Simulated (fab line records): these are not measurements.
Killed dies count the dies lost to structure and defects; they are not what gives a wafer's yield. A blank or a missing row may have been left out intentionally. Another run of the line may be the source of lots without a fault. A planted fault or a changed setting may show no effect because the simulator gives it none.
2 desks looking at one fault | flow n5-finfet | each desk has only its own numbers; what lay behind them comes last

AT THE METROLOGY DESK
What the gauges read for every lot (on any tool): the sampled wafers with a number, averaged. Marked OUT: a lot whose mean sits more than 4 standard deviations from the usual mean, which makes it out of limits; the brackets give that distance.
Columns: A = cd-nm at N5_BEOL_M9_CD_MEAS_18, usual 70.0 nm; B = trench-depth-nm at N5_BEOL_M9_OCD_MEAS_38, usual 152.2 nm; C = M9_THK at N5_BEOL_M9_THK_MEAS_53, usual 142.0 nm; D = M9_RS at N5_BEOL_M9_RS_MEAS_57, usual 0.1503 ohm/sq
lot  | first seen here | A    | B     | C     | D
L722 | day 10 13:09    | 69.8 | 151.0 | 142.0 | 0.1504
L721 | day 10 13:17    | 70.0 | 151.5 | 142.9 | 0.1506
L726 | day 11 16:37    | 69.4 | 151.8 | 142.7 | 0.1497
L729 | day 13 01:06    | 69.2 | 152.6 | 142.1 | 0.1502
L732 | day 13 10:06    | 69.9 | 144.3 | 133.3 | 0.1609
L735 | day 13 19:58    | 69.2 | 146.2 | 136.3 | 0.1591
L740 | day 15 08:09    | 69.8 | 153.6 | 141.7 | 0.1496
L741 | day 15 12:40    | 70.3 | 151.2 | 139.7 | 0.1520
Finding of this desk: none of the 8 lots has anything out of limits.

DESK OF THE TOOL OWNER: rie-diel-03
The tool's own readings at N5_BEOL_M9_TRENCH_ETCH_37 (etches SiCOH lowk in C4F6/O2, target depth 151.43 nm, time 49 s): means of the sampled wafers that have a number, for each lot that ran on this tool. Marked OUT: a lot whose mean sits more than 4 standard deviations from the usual mean, which makes it out of limits; the brackets give that distance. It has 9 readings, of which 7 appear: the earliest out of limits, and the ones furthest out on some lot.
Columns: A = drypump-motor-current-A at N5_BEOL_M9_TRENCH_ETCH_37, usual 5.7 A; B = oes_f_703_au at N5_BEOL_M9_TRENCH_ETCH_37, usual 0.81 a.u.; C = oes_o_777_au at N5_BEOL_M9_TRENCH_ETCH_37, usual 0.81 a.u.; D = oes-product-au at N5_BEOL_M9_TRENCH_ETCH_37, usual 0.81 a.u.; E = rf-fwd-power-W at N5_BEOL_M9_TRENCH_ETCH_37, usual 341.8 W; F = rf-vpp-V at N5_BEOL_M9_TRENCH_ETCH_37, usual 668 V; G = showerhead-plenum-p-Torr at N5_BEOL_M9_TRENCH_ETCH_37, usual 2.86 Torr
lot  | first seen here | A   | B    | C    | D    | E               | F              | G
L722 | day 10 13:52    | 6.0 | 0.83 | 0.84 | 0.83 | 342.5           | 669            | 2.87
L721 | day 10 14:17    | 6.3 | 0.77 | 0.78 | 0.77 | 342.2           | 666            | 2.91
L726 | day 11 19:58    | 6.5 | 0.80 | 0.79 | 0.80 | 342.1           | 662            | 2.97
L732 | day 13 12:23    | 6.0 | 0.76 | 0.77 | 0.79 | 320.0 (-14) OUT | 692 (+4.7) OUT | 2.86
L735 | day 13 20:48    | 6.0 | 0.77 | 0.77 | 0.79 | 321.4 (-13) OUT | 693 (+4.9) OUT | 2.86
This desk's verdict: out of limits on L732, L735, starting with L732 at day 13 12:23 (rf-fwd-power-W at N5_BEOL_M9_TRENCH_ETCH_37). L722, L721, L726: within limits.

PUT TOGETHER
The tool owner's desk could have raised an alarm at day 13 12:23, on L732, L735.
From the metrology desk's view, nothing was out of limits.
The metrology desk has L732, L735 on record, within its limits.
N5_BEOL_M9_TRENCH_ETCH_37 was run on rie-diel-03 by each of the lots named.

WHAT WAS PUT IN BY THE SIMULATOR
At N5_BEOL_M9_TRENCH_ETCH_37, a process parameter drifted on rie-diel-03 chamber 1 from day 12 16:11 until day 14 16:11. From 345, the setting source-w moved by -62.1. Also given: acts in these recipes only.
Struck lots among those shown: L732, L735.
Each desk's first reading out of limits, in hours after the fault started: the tool owner's desk, 20.
